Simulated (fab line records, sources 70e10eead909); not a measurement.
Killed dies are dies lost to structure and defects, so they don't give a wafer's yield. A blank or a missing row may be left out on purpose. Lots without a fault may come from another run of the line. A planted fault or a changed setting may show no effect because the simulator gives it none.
Which tool did it? | flow nand_harc | 12 lots, 36 wafers sampled, at 4 steps of a route of 1302

WHAT THE GAUGES READ, wafer by wafer
The record holds no reading of a measuring or inspecting step that can be judged against a usual standard deviation.

WHICH TOOL RAN EACH LOT (tool, then ch and the chambers of the sampled wafers, then the start)
lot  | NHARC_A_STAIRCASE_ETCH_199                    | NHARC_A_STAIRCASE_EXPOSE_214      | NHARC_A_STAIRCASE_TRIM_222     | NHARC_A_STAIRCASE_ETCH_223
L754 | rie_diel-08 ch 1,2,3, day 16 03:02 or earlier | krf_scanner-01 ch 0, day 16 03:02 | rie_diel-02 ch 0,1,3, no start | rie_diel-02 ch 0,1,3, no start
L756 | rie_diel-02 ch 2,3, day 16 15:49 or earlier   | krf_scanner-04 ch 0, day 16 15:49 | rie_diel-09 ch 0,2,3, no start | rie_diel-09 ch 0,2,3, no start
L755 | rie_diel-08 ch 0,1,3, day 16 19:23 or earlier | krf_scanner-01 ch 0, day 16 19:23 | rie_diel-09 ch 0,1,2, no start | rie_diel-09 ch 0,2,3, no start
L757 | rie_diel-08 ch 1,2, day 17 12:02 or earlier   | krf_scanner-02 ch 0, day 17 12:02 | rie_diel-09 ch 0,2,3, no start | rie_diel-09 ch 0,1,2, no start
L758 | rie_diel-09 ch 0,1,3, day 17 12:58 or earlier | krf_scanner-01 ch 0, day 17 12:58 | rie_diel-09 ch 0,1,3, no start | rie_diel-09 ch 0,1,3, no start
L759 | rie_diel-02 ch 0,1, day 17 23:46 or earlier   | krf_scanner-02 ch 0, day 17 23:46 | rie_diel-02 ch 0,1,2, no start | rie_diel-02 ch 1,2, no start
L762 | rie_diel-08 ch 2,3, day 19 18:22 or earlier   | krf_scanner-02 ch 0, day 19 18:22 | rie_diel-08 ch 0,2, no start   | rie_diel-08 ch 0,2,3, no start
L767 | rie_diel-08 ch 0,2,3, day 21 01:37 or earlier | krf_scanner-02 ch 0, day 21 01:37 | rie_diel-09 ch 0,1,3, no start | rie_diel-09 ch 1,2,3, no start
L768 | rie_diel-08 ch 0,3, day 21 22:43 or earlier   | krf_scanner-04 ch 0, day 21 22:43 | rie_diel-08 ch 1,2,3, no start | rie_diel-08 ch 0,2,3, no start
L769 | rie_diel-08 ch 1,2,3, day 21 23:01 or earlier | krf_scanner-02 ch 0, day 21 23:01 | rie_diel-08 ch 2,3, no start   | rie_diel-08 ch 0,2, no start
L777 | rie_diel-08 ch 1,2,3, day 25 07:31 or earlier | krf_scanner-01 ch 0, day 25 07:31 | rie_diel-02 ch 1,2,3, no start | rie_diel-02 ch 1,2,3, no start
L776 | rie_diel-02 ch 1,2,3, day 25 08:56 or earlier | krf_scanner-01 ch 0, day 25 08:56 | rie_diel-09 ch 0,1,3, no start | rie_diel-09 ch 0,1,2, no start
- NHARC_A_STAIRCASE_ETCH_199: etches the open film in C4F8/O2, target depth 100 nm, time 40.5 s.
- NHARC_A_STAIRCASE_EXPOSE_214: exposes mask STAIR 3.
- NHARC_A_STAIRCASE_TRIM_222: chemistry O2, time 211.2 s.
- NHARC_A_STAIRCASE_ETCH_223: etches the open film in C4F8/O2, target depth 100 nm, time 40.5 s.

WHAT THE TOOLS THEMSELVES READ (means of the sampled wafers that have a number; where no wafer has one, the mark that the record gives instead)
NHARC_A_STAIRCASE_ETCH_199.
lot  | tool        | oes_product_au (a.u.) | rf_vpp_V (V)
L754 | rie_diel-08 | 0.950                 | 899
L756 | rie_diel-02 | 0.942                 | 894
L755 | rie_diel-08 | 0.956                 | 897
L757 | rie_diel-08 | 0.941                 | 897
L758 | rie_diel-09 | 0.935                 | 898
L759 | rie_diel-02 | 0.957                 | 900
L762 | rie_diel-08 | 0.948                 | 894
L767 | rie_diel-08 | 0.946                 | 893
L768 | rie_diel-08 | 0.954                 | 893
L769 | rie_diel-08 | 0.949                 | 898
L777 | rie_diel-08 | 0.942                 | 898
L776 | rie_diel-02 | 0.936                 | 894

NHARC_A_STAIRCASE_EXPOSE_214.
lot  | tool           | exposure_dose_mJ_cm2
L754 | krf_scanner-01 | 31.25
L756 | krf_scanner-04 | 31.28
L755 | krf_scanner-01 | 31.22
L757 | krf_scanner-02 | 31.28
L758 | krf_scanner-01 | 31.27
L759 | krf_scanner-02 | 31.26
L762 | krf_scanner-02 | 32.05
L767 | krf_scanner-02 | 32.02
L768 | krf_scanner-04 | 31.25
L769 | krf_scanner-02 | 32.01
L777 | krf_scanner-01 | 31.25
L776 | krf_scanner-01 | 31.22

NHARC_A_STAIRCASE_TRIM_222.
lot  | tool        | drypump_motor_current_A (A) | oes_product_au (a.u.) | rf_vpp_V (V) | showerhead_plenum_p_Torr (Torr) | throttle_valve_pct (%)
L754 | rie_diel-02 | 6.0                         | 0.988                 | 57.3         | 3.58                            | 17.037
L756 | rie_diel-09 | 5.3                         | 0.997                 | 57.0         | 3.52                            | 17.036
L755 | rie_diel-09 | 5.8                         | 0.992                 | 58.0         | 3.51                            | 17.043
L757 | rie_diel-09 | 5.3                         | 0.998                 | 56.8         | 3.52                            | 17.036
L758 | rie_diel-09 | 5.7                         | 0.994                 | 58.1         | 3.59                            | 17.033
L759 | rie_diel-02 | 6.2                         | 1.000                 | 58.2         | 3.65                            | 17.037
L762 | rie_diel-08 | 5.6                         | 1.002                 | 58.0         | 3.43                            | 17.025
L767 | rie_diel-09 | 5.7                         | 1.010                 | 58.5         | 3.57                            | 17.036
L768 | rie_diel-08 | 5.3                         | 1.009                 | 57.2         | 3.58                            | 17.035
L769 | rie_diel-08 | 5.3                         | 1.000                 | 57.4         | 3.48                            | 17.034
L777 | rie_diel-02 | 5.6                         | 0.998                 | 57.9         | 3.49                            | 17.036
L776 | rie_diel-09 | 5.7                         | 0.985                 | 57.6         | 3.56                            | 17.033

NHARC_A_STAIRCASE_ETCH_223.
lot  | tool        | oes_product_au (a.u.) | rf_vpp_V (V)
L754 | rie_diel-02 | 0.944                 | 898
L756 | rie_diel-09 | 0.942                 | 896
L755 | rie_diel-09 | 0.936                 | 896
L757 | rie_diel-09 | 0.931                 | 895
L758 | rie_diel-09 | 0.933                 | 898
L759 | rie_diel-02 | 0.942                 | 898
L762 | rie_diel-08 | 0.947                 | 894
L767 | rie_diel-09 | 0.952                 | 893
L768 | rie_diel-08 | 0.950                 | 893
L769 | rie_diel-08 | 0.942                 | 893
L777 | rie_diel-02 | 0.933                 | 896
L776 | rie_diel-09 | 0.929                 | 900

THE ANSWER, worked out from the rows above alone
Rule: what is usual is taken from the lots themselves. Put in order of their means at a reading, lots are off if they are a third of the lots or fewer, leave a main group of 4 or more, and stand apart from it by a gap of 3 or more times the standard deviation of the main group's means; of several such gaps the widest counts. A main group whose means are all the same, to the digits that the tables above print for the reading, isn't used. A lot without any number at a reading at which 4 lots or more have one is off too. The other lots that the step has rows for count as sound. The gauges are gone through in route order, then the tools' own readings, and for those a lot's mean is taken as printed above. The first step at which some lot is off is used, and at that step the reading that is off furthest; a lot without a number counts as furthest.
Off: L762, L767, L769, at NHARC_A_STAIRCASE_EXPOSE_214 (exposure_dose_mJ_cm2). The main group: mean 31.25, standard deviation 0.021.
A tool fits if, at that step or a process step before it, it ran every lot that is off, and no sound lot after the first of them. NHARC_A_STAIRCASE_ETCH_199 gives no start for some lots, so the hours and the order of its lots are those of NHARC_A_STAIRCASE_EXPOSE_214. One fits: krf_scanner-02 at NHARC_A_STAIRCASE_EXPOSE_214. Its last sound lot is L759 (day 17 23:46), its first lot that is off L762 (day 19 18:22): a fault that began between those two fits.
The tool's own readings at NHARC_A_STAIRCASE_EXPOSE_214 bear it out: on the lots that are off they differ by more than 5 times the standard deviation of the sound lots' means. exposure_dose_mJ_cm2 reads 32.03 there against 31.25 on the sound lots.

WHAT THE SIMULATOR HAD PUT IN
Process parameter drift: krf_scanner-02, from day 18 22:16 on, at NHARC_A_STAIRCASE_EXPOSE_214. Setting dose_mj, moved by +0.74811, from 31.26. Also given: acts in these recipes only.
Lots struck among those shown: L762, L767, L769. The rule above found the same.
